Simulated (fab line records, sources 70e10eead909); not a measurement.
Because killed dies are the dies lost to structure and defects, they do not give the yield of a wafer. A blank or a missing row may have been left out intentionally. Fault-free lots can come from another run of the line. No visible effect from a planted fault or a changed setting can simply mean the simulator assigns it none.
What tool caused it? + flow nandHarc + 6 lots with 18 wafers sampled at 3 steps, on a route of 1302 steps

== WHAT THE GAUGES SHOWED, per wafer ==
NHARC_P_GATE_CD_MEAS_46: the cd target is 720 nm.
| lot  | measured     | on       | cdNm (nm)         |
|------|--------------|----------|-------------------|
| L127 | day 6 10:17  | cdSem-02 | 721.2 719.8 720.6 |
| L132 | day 8 11:02  | cdSem-02 | 720.3 720.3 719.5 |
| L135 | day 9 16:31  | cdSem-03 | 719.0 718.1 719.0 |
| L138 | day 11 11:04 | cdSem-01 | 716.3 717.9 718.4 |
| L146 | day 14 08:08 | cdSem-01 | 721.6 721.3 721.7 |
| L148 | day 15 00:46 | cdSem-02 | 722.9 723.3 723.1 |

== WHICH TOOL RAN EACH LOT (tool, then ch and the chambers of the sampled wafers, then the start) ==
| lot  | NHARC_P_GATE_ETCH_32            | NHARC_P_GATE_EXPOSE_43           |
|------|---------------------------------|----------------------------------|
| L127 | rieSi-04 ch 1,2, day 5 20:48    | krfScanner-04 ch 0, day 6 10:07  |
| L132 | rieSi-03 ch 0,2,3, day 7 23:48  | krfScanner-04 ch 0, day 8 10:53  |
| L135 | rieSi-04 ch 2,3, day 9 05:22    | krfScanner-03 ch 0, day 9 16:21  |
| L138 | rieSi-04 ch 0,1,2, day 10 23:41 | krfScanner-04 ch 0, day 11 10:54 |
| L146 | rieSi-01 ch 2,3, day 13 20:44   | krfScanner-01 ch 0, day 14 07:58 |
| L148 | rieSi-04 ch 0,2, day 14 13:25   | krfScanner-01 ch 0, day 15 00:36 |
- NHARC_P_GATE_ETCH_32: etches the open film in HBr/Cl2, target depth 150 nm, time 100.1 s.
- NHARC_P_GATE_EXPOSE_43: exposes mask P NSD, target cd 720 nm.

== THE ANSWER, worked out from the rows above alone ==
Rule: the lots themselves supply what counts as usual. Put in order of their means at a reading, lots are off if they are a third of the lots or fewer, leave a main group of 4 or more, and stand apart from it by a gap of 3 or more times the standard deviation of the main group's means; of several such gaps the widest counts. If all means in a main group match to the digits the tables above print for the reading, that group is not used. A lot without any number at a reading at which 4 lots or more have one is off too. The other lots that the step has rows for count as sound.
No lot is off on any of the readings shown, so nothing can be concluded from this.

== WHAT THE SIMULATOR HAD PUT IN ==
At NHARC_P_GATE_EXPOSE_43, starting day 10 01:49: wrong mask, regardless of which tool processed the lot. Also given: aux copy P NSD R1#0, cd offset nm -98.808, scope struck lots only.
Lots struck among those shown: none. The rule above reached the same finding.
